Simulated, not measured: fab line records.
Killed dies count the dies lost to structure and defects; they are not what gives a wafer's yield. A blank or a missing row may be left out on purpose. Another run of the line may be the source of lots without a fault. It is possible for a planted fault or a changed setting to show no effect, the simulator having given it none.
What tool caused it?    flow nand_harc    Sampling: 15 lots, 45 wafers, 5 of 1159 route steps

## WHAT EACH GAUGE READ, for each wafer
NHARC_P_ZERO_WELL_INSPECT_43.
lot   measured     on                 raw_defect_count
L508  day 2 00:14  defect_inspect-02  17 16 13
L509  day 2 01:38  defect_inspect-01  9 12 13
L510  day 2 07:34  defect_inspect-01  7 17 17
L511  day 2 13:35  defect_inspect-01  12 29 14
L512  day 2 19:34  defect_inspect-01  5 17 10
L513  day 3 01:44  defect_inspect-01  9 8 14
L516  day 3 20:17  defect_inspect-02  20 16 19
L517  day 4 01:49  defect_inspect-01  12 7 11
L524  day 5 19:44  defect_inspect-02  12 12 24
L525  day 6 01:36  defect_inspect-01  29 18 9
L526  day 6 07:29  defect_inspect-02  11 35 6
L528  day 6 19:26  defect_inspect-02  14 8 29
L529  day 7 01:44  defect_inspect-02  24 15 19
L530  day 7 07:46  defect_inspect-01  8 4 14
L531  day 7 13:40  defect_inspect-02  19 10 6

NHARC_P_STI_INSPECT_11.
lot   measured     on                 raw_defect_count
L508  day 2 19:55  defect_inspect-02  7 4 4
L509  day 2 20:04  defect_inspect-02  6 3 4
L510  day 2 19:52  defect_inspect-01  5 3 1
L511  day 3 08:14  defect_inspect-02  8 2 3
L512  day 3 08:23  defect_inspect-02  12 3 8
L513  day 3 18:28  defect_inspect-02  5 8 7
L516  day 4 15:19  defect_inspect-02  4 12 8
L517  day 4 15:10  defect_inspect-02  8 2 5
L524  day 6 14:49  defect_inspect-02  4 11 7
L525  day 6 14:58  defect_inspect-02  11 9 8
L526  day 7 03:11  defect_inspect-02  4 4 2
L528  day 7 11:17  defect_inspect-02  8 4 5
L529  day 7 18:34  defect_inspect-01  3 4 10
L530  day 8 00:50  defect_inspect-01  4 3 5
L531  day 8 05:07  defect_inspect-02  5 8 3

NHARC_P_GATE_CD_MEAS_33.
lot   measured      on         cd_nm (nm)
L508  day 5 02:40   cd_sem-01  119.8 119.8 123.4
L509  day 5 01:28   cd_sem-01  120.6 115.8 115.1
L510  day 5 00:48   cd_sem-01  122.6 122.5 118.6
L511  day 5 13:09   cd_sem-03  118.2 120.5 118.8
L512  day 5 13:23   cd_sem-02  114.6 117.1 116.1
L513  day 5 22:35   cd_sem-03  121.5 119.7 120.3
L516  day 7 01:08   cd_sem-02  117.2 115.6 115.5
L517  day 7 00:47   cd_sem-01  121.2 114.2 114.4
L524  day 8 19:28   cd_sem-03  117.1 117.7 118.5
L525  day 8 20:03   cd_sem-01  117.5 118.2 117.4
L526  day 9 08:14   cd_sem-01  115.6 115.3 120.1
L528  day 9 16:03   cd_sem-03  116.4 116.1 117.1
L529  day 9 23:40   cd_sem-03  116.7 113.0 113.6
L530  day 10 06:13  cd_sem-03  123.3 119.8 117.0
L531  day 10 06:07  cd_sem-02  112.8 117.2 116.2

NHARC_END_SORT_01.
lot   measured      on         killed_at_array  killed_at_other  killed_at_periphery  killed_dies  killed_open  killed_short
L525  day 23 03:21  prober-02  20 24 32         0 1 0            4 3 3                24 28 35     1 5 3        1 0 2
L526  day 24 01:56  prober-01  38 40 49         2 0 2            2 7 2                42 47 53     2 5 2        1 1 1

## EACH LOT AND THE TOOL THAT RAN IT (in order: tool; ch and the chambers of the sampled wafers; start)
lot   NHARC_P_GATE_HM_DEP_102
L508  acl_dep-02 ch 0, day 4 22:04
L509  acl_dep-03 ch 0, day 4 22:25
L510  acl_dep-03 ch 0, day 4 21:53
L511  acl_dep-01 ch 0, day 5 11:04
L512  acl_dep-02 ch 0, day 5 11:10
L513  acl_dep-03 ch 0, day 5 18:21
L516  acl_dep-01 ch 0, day 6 20:40 and acl_dep-02 ch 0, day 6 22:11
L517  acl_dep-03 ch 0, day 6 20:47 and acl_dep-02 ch 0, day 6 22:17
L524  acl_dep-02 ch 0, day 8 17:02
L525  acl_dep-03 ch 0, day 8 17:17
L526  acl_dep-02 ch 0, day 9 05:44
L528  acl_dep-01 ch 0, day 9 13:37
L529  acl_dep-03 ch 0, day 9 20:55
L530  acl_dep-02 ch 0, day 10 03:35
L531  acl_dep-03 ch 0, day 10 03:42
- NHARC_P_GATE_HM_DEP_102: deposits aC, target thk 120 nm.

## WHAT THE TOOLS THEMSELVES READ (means of the sampled wafers that have a number; where no wafer has one, the mark that the record gives instead)
NHARC_P_GATE_HM_DEP_102.
lot   tool                   throttle_valve_pct (%)
L508  acl_dep-02             35.004
L509  acl_dep-03             34.987
L510  acl_dep-03             35.000
L511  acl_dep-01             34.993
L512  acl_dep-02             34.996
L513  acl_dep-03             34.998
L516  acl_dep-01/acl_dep-02  35.002
L517  acl_dep-03/acl_dep-02  35.003
L524  acl_dep-02             34.998
L525  acl_dep-03             35.003
L526  acl_dep-02             34.996
L528  acl_dep-01             35.003
L529  acl_dep-03             35.005
L530  acl_dep-02             35.014
L531  acl_dep-03             35.008

## THE ANSWER, worked out from the rows above alone
Rule: usual is defined by the lots themselves. The widest of any qualifying gaps counts: lots, ordered by their means at a reading, are off when they make up no more than a third of the lots, leave a main group of 4 or more, and stand apart from it by 3 or more times the standard deviation of that group's means. The tables above print the reading to a certain number of digits; a main group whose means all agree to those digits is not used. Also off: a lot with no number at a reading for which 4 or more lots have one. Any other lot the step has rows for is counted as sound. First the gauges in route order, then the tools' own readings, where a lot's mean is used as printed above. The first step at which some lot is off is used, and at that step the reading that is off furthest; a lot without a number counts as furthest.
Nothing can be told from this: no lot is off at any reading shown.

## WHAT HAD BEEN PUT IN BY THE SIMULATOR
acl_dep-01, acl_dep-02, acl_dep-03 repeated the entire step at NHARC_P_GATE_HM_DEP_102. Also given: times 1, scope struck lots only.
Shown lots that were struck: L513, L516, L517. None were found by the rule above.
